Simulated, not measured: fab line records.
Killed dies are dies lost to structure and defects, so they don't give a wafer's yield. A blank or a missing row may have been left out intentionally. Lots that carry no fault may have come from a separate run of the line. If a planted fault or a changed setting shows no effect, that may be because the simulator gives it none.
Which tool was responsible? :: flow nandHarc :: 72 wafers from 24 lots sampled at 4 of the route's 1302 steps

WHAT THE GAUGES READ, wafer by wafer
NHARC_P_BONDPAD_CD_MEAS_09: target cd 500 nm.
lot: L074
measured: day 6 15:52
on: cdSem-01
cdNm (nm): 502.5 502.6 501.6

lot: L076
measured: day 7 10:31
on: cdSem-03
cdNm (nm): 499.3 501.2 501.8

lot: L075
measured: day 7 11:25
on: cdSem-02
cdNm (nm): 503.1 502.9 503.6

lot: L077
measured: day 7 23:11
on: cdSem-02
cdNm (nm): 500.9 501.7 499.1

lot: L078
measured: day 8 04:28
on: cdSem-01
cdNm (nm): 502.6 500.4 501.9

lot: L079
measured: day 8 20:41
on: cdSem-02
cdNm (nm): 500.1 501.0 500.5

lot: L080
measured: day 9 07:28
on: cdSem-02
cdNm (nm): 499.5 499.6 499.7

lot: L081
measured: day 9 12:27
on: cdSem-02
cdNm (nm): 502.4 498.6 501.9

lot: L082
measured: day 10 00:30
on: cdSem-01
cdNm (nm): 500.2 499.4 499.3

lot: L083
measured: day 10 11:18
on: cdSem-01
cdNm (nm): 501.2 501.2 498.6

lot: L084
measured: day 11 02:50
on: cdSem-01
cdNm (nm): 501.1 503.3 501.1

lot: L085
measured: day 11 03:41
on: cdSem-03
cdNm (nm): 500.1 503.0 503.7

lot: L086
measured: day 11 18:37
on: cdSem-02
cdNm (nm): 503.5 502.5 504.5

lot: L087
measured: day 12 00:50
on: cdSem-02
cdNm (nm): 500.9 503.2 498.1

lot: L088
measured: day 12 18:09
on: cdSem-01
cdNm (nm): 499.9 502.1 501.6

lot: L089
measured: day 12 19:29
on: cdSem-01
cdNm (nm): 501.1 499.0 499.8

lot: L091
measured: day 13 11:51
on: cdSem-03
cdNm (nm): 500.0 500.0 499.0

lot: L090
measured: day 13 12:32
on: cdSem-01
cdNm (nm): 498.9 497.8 499.5

lot: L092
measured: day 14 02:02
on: cdSem-02
cdNm (nm): 498.0 499.6 500.4

lot: L093
measured: day 14 10:54
on: cdSem-03
cdNm (nm): 498.8 498.4 497.3

lot: L094
measured: day 15 08:48
on: cdSem-02
cdNm (nm): 502.6 498.8 500.4

lot: L095
measured: day 15 18:56
on: cdSem-03
cdNm (nm): 500.4 498.9 500.2

lot: L096
measured: day 15 22:22
on: cdSem-01
cdNm (nm): 498.0 500.9 500.0

lot: L097
measured: day 16 05:04
on: cdSem-01
cdNm (nm): 501.3 501.3 500.6

NHARC_A_ZERO_WELL_CD_MEAS_10: target cd 2000 nm.
lot: L074
measured: day 6 20:25
on: cdSem-03
cdNm (nm): 1998.4 1999.0 1999.5

lot: L076
measured: day 7 14:39
on: cdSem-01
cdNm (nm): 1999.6 2000.9 1998.5

lot: L075
measured: day 7 15:31
on: cdSem-02
cdNm (nm): 2003.0 2001.2 2002.3

lot: L077
measured: day 8 03:09
on: cdSem-03
cdNm (nm): 2001.1 2001.7 2002.5

lot: L078
measured: day 8 08:59
on: cdSem-01
cdNm (nm): 2001.4 1999.6 2000.9

lot: L079
measured: day 9 00:41
on: cdSem-03
cdNm (nm): 1999.6 1998.4 1999.3

lot: L080
measured: day 9 11:33
on: cdSem-02
cdNm (nm): 1999.1 2000.5 2000.5

lot: L081
measured: day 9 16:26
on: cdSem-01
cdNm (nm): 2000.5 2001.0 2002.0

lot: L082
measured: day 10 04:35
on: cdSem-01
cdNm (nm): 1997.5 1996.4 1998.5

lot: L083
measured: day 10 15:29
on: cdSem-03
cdNm (nm): 1998.1 1999.5 1996.6

lot: L084
measured: day 11 07:06
on: cdSem-03
cdNm (nm): 1999.7 1999.7 1999.1

lot: L085
measured: day 11 08:00
on: cdSem-03
cdNm (nm): 1998.5 1997.9 1999.7

lot: L086
measured: day 11 22:58
on: cdSem-02
cdNm (nm): 1999.5 1997.4 2001.2

lot: L087
measured: day 12 04:49
on: cdSem-02
cdNm (nm): 2001.2 2001.3 2001.7

lot: L088
measured: day 12 22:19
on: cdSem-03
cdNm (nm): 2000.5 2000.4 1999.7

lot: L089
measured: day 12 23:34
on: cdSem-03
cdNm (nm): 2000.4 2001.5 1998.9

lot: L091
measured: day 13 15:49
on: cdSem-03
cdNm (nm): 2001.1 2001.5 2002.7

lot: L090
measured: day 13 16:41
on: cdSem-01
cdNm (nm): 2001.2 2000.8 2001.9

lot: L092
measured: day 14 08:47
on: cdSem-02
cdNm (nm): 1999.7 2002.2 2002.5

lot: L093
measured: day 14 14:58
on: cdSem-03
cdNm (nm): 2001.5 2000.6 2004.2

lot: L094
measured: day 15 12:56
on: cdSem-01
cdNm (nm): 1999.4 1996.3 1997.0

lot: L095
measured: day 15 23:28
on: cdSem-02
cdNm (nm): 1999.7 1999.2 1997.4

lot: L096
measured: day 16 02:25
on: cdSem-01
cdNm (nm): 1998.3 1999.2 1998.8

lot: L097
measured: day 16 09:10
on: cdSem-03
cdNm (nm): 1999.5 2000.9 2000.9

NHARC_A_CHANNEL_HOLE_D1_CD_MEAS_18.
lot: L074
measured: day 8 12:04
on: cdSem-02
cdNm (nm): 99.3 99.7 99.0

lot: L076
measured: day 9 06:49
on: cdSem-02
cdNm (nm): 103.4 100.9 100.9

lot: L075
measured: day 9 05:05
on: cdSem-02
cdNm (nm): 100.6 100.7 99.8

lot: L077
measured: day 9 19:56
on: cdSem-01
cdNm (nm): 102.8 97.7 100.3

lot: L078
measured: day 10 01:43
on: cdSem-01
cdNm (nm): 100.8 102.3 100.8

lot: L079
measured: day 10 20:01
on: cdSem-02
cdNm (nm): 99.3 97.2 98.4

lot: L080
measured: day 11 07:33
on: cdSem-01
cdNm (nm): 97.8 98.8 99.9

lot: L081
measured: day 11 12:16
on: cdSem-03
cdNm (nm): 100.0 101.1 99.2

lot: L082
measured: day 11 22:05
on: cdSem-03
cdNm (nm): 100.1 102.6 101.0

lot: L083
measured: day 12 13:43
on: cdSem-03
cdNm (nm): 101.2 100.8 98.7

lot: L084
measured: day 13 02:59
on: cdSem-03
cdNm (nm): 100.1 100.9 98.2

lot: L085
measured: day 13 02:50
on: cdSem-02
cdNm (nm): 100.3 102.4 103.5

lot: L086
measured: day 13 17:33
on: cdSem-01
cdNm (nm): 98.1 99.7 101.1

lot: L087
measured: day 13 22:36
on: cdSem-02
cdNm (nm): 100.3 102.2 100.9

lot: L088
measured: day 14 19:42
on: cdSem-01
cdNm (nm): 100.1 99.9 99.1

lot: L089
measured: day 14 19:52
on: cdSem-02
cdNm (nm): 99.4 100.4 103.1

lot: L091
measured: day 15 07:58
on: cdSem-02
cdNm (nm): 98.2 99.2 98.2

lot: L090
measured: day 15 08:46
on: cdSem-03
cdNm (nm): 99.9 102.2 100.2

lot: L092
measured: day 16 03:01
on: cdSem-02
cdNm (nm): 100.6 102.8 102.2

lot: L093
measured: day 16 05:03
on: cdSem-02
cdNm (nm): 101.8 102.1 98.0

lot: L094
measured: day 17 07:56
on: cdSem-03
cdNm (nm): 100.5 98.5 99.3

lot: L095
measured: day 17 17:02
on: cdSem-02
cdNm (nm): 99.2 96.7 100.4

lot: L096
measured: day 17 18:47
on: cdSem-03
cdNm (nm): 96.9 98.5 98.0

lot: L097
measured: day 18 02:15
on: cdSem-02
cdNm (nm): 101.7 99.7 99.7

EACH LOT AND THE TOOL THAT RAN IT (in order: tool; ch and the chambers of the sampled wafers; start)
lot: L074
NHARC_P_M1_PRE_CLEAN_30: pvdSputter-03, day 6 15:52 or earlier

lot: L076
NHARC_P_M1_PRE_CLEAN_30: pvdSputter-02, day 7 10:31 or earlier

lot: L075
NHARC_P_M1_PRE_CLEAN_30: pvdSputter-03, day 7 11:25 or earlier

lot: L077
NHARC_P_M1_PRE_CLEAN_30: pvdSputter-02, day 7 23:11 or earlier

lot: L078
NHARC_P_M1_PRE_CLEAN_30: pvdSputter-03, day 8 04:28 or earlier

lot: L079
NHARC_P_M1_PRE_CLEAN_30: pvdSputter-03, day 8 20:41 or earlier

lot: L080
NHARC_P_M1_PRE_CLEAN_30: pvdSputter-01, day 9 07:28 or earlier

lot: L081
NHARC_P_M1_PRE_CLEAN_30: pvdSputter-01, day 9 12:27 or earlier

lot: L082
NHARC_P_M1_PRE_CLEAN_30: pvdSputter-01, day 10 00:30 or earlier

lot: L083
NHARC_P_M1_PRE_CLEAN_30: pvdSputter-02, day 10 11:18 or earlier

lot: L084
NHARC_P_M1_PRE_CLEAN_30: pvdSputter-03, day 11 02:50 or earlier

lot: L085
NHARC_P_M1_PRE_CLEAN_30: pvdSputter-02, day 11 03:41 or earlier

lot: L086
NHARC_P_M1_PRE_CLEAN_30: pvdSputter-01, day 11 18:37 or earlier

lot: L087
NHARC_P_M1_PRE_CLEAN_30: pvdSputter-02, day 12 00:50 or earlier

lot: L088
NHARC_P_M1_PRE_CLEAN_30: pvdSputter-02, day 12 18:09 or earlier

lot: L089
NHARC_P_M1_PRE_CLEAN_30: pvdSputter-03, day 12 19:29 or earlier

lot: L091
NHARC_P_M1_PRE_CLEAN_30: pvdSputter-01, day 13 11:51 or earlier

lot: L090
NHARC_P_M1_PRE_CLEAN_30: pvdSputter-03, day 13 12:32 or earlier

lot: L092
NHARC_P_M1_PRE_CLEAN_30: pvdSputter-01, day 14 02:02 or earlier

lot: L093
NHARC_P_M1_PRE_CLEAN_30: pvdSputter-03, day 14 10:54 or earlier

lot: L094
NHARC_P_M1_PRE_CLEAN_30: pvdSputter-03, day 15 08:48 or earlier

lot: L095
NHARC_P_M1_PRE_CLEAN_30: pvdSputter-01, day 15 18:56 or earlier

lot: L096
NHARC_P_M1_PRE_CLEAN_30: pvdSputter-01, day 15 22:22 or earlier

lot: L097
NHARC_P_M1_PRE_CLEAN_30: pvdSputter-01, day 16 05:04 or earlier
- NHARC_P_M1_PRE_CLEAN_30: time 30 s.

AS READ BY THE TOOLS THEMSELVES (means over the sampled wafers that have a number; for cases with no such wafer, the mark the record gives instead)
NHARC_P_M1_PRE_CLEAN_30.
lot: L074
tool: pvdSputter-03
heaterPowerW (W): 437

lot: L076
tool: pvdSputter-02
heaterPowerW (W): 392

lot: L075
tool: pvdSputter-03
heaterPowerW (W): 413

lot: L077
tool: pvdSputter-02
heaterPowerW (W): 392

lot: L078
tool: pvdSputter-03
heaterPowerW (W): 453

lot: L079
tool: pvdSputter-03
heaterPowerW (W): 410

lot: L080
tool: pvdSputter-01
heaterPowerW (W): 446

lot: L081
tool: pvdSputter-01
heaterPowerW (W): 472

lot: L082
tool: pvdSputter-01
heaterPowerW (W): 416

lot: L083
tool: pvdSputter-02
heaterPowerW (W): 388

lot: L084
tool: pvdSputter-03
heaterPowerW (W): 437

lot: L085
tool: pvdSputter-02
heaterPowerW (W): 406

lot: L086
tool: pvdSputter-01
heaterPowerW (W): 420

lot: L087
tool: pvdSputter-02
heaterPowerW (W): 400

lot: L088
tool: pvdSputter-02
heaterPowerW (W): 396

lot: L089
tool: pvdSputter-03
heaterPowerW (W): 414

lot: L091
tool: pvdSputter-01
heaterPowerW (W): 415

lot: L090
tool: pvdSputter-03
heaterPowerW (W): 392

lot: L092
tool: pvdSputter-01
heaterPowerW (W): 447

lot: L093
tool: pvdSputter-03
heaterPowerW (W): 422

lot: L094
tool: pvdSputter-03
heaterPowerW (W): 446

lot: L095
tool: pvdSputter-01
heaterPowerW (W): 413

lot: L096
tool: pvdSputter-01
heaterPowerW (W): 444

lot: L097
tool: pvdSputter-01
heaterPowerW (W): 452

THE ANSWER, worked out from the rows above alone
Rule: what is usual is taken from the lots themselves. Put in order of their means at a reading, lots are off if they are a third of the lots or fewer, leave a main group of 4 or more, and stand apart from it by a gap of 3 or more times the standard deviation of the main group's means; of several such gaps the widest counts. The tables above print the reading to a certain number of digits; a main group whose means all agree to those digits is not used. A lot without any number at a reading at which 4 lots or more have one is off too. All remaining lots with rows at the step are treated as sound. After the gauges, taken in route order, come the tools' own readings; for these a lot's mean is taken, as printed above. The first step at which some lot is off is used, and at that step the reading that is off furthest; a lot without a number counts as furthest.
None of the lots is off at any reading shown; this tells nothing.

WHAT THE SIMULATOR HAD PUT IN
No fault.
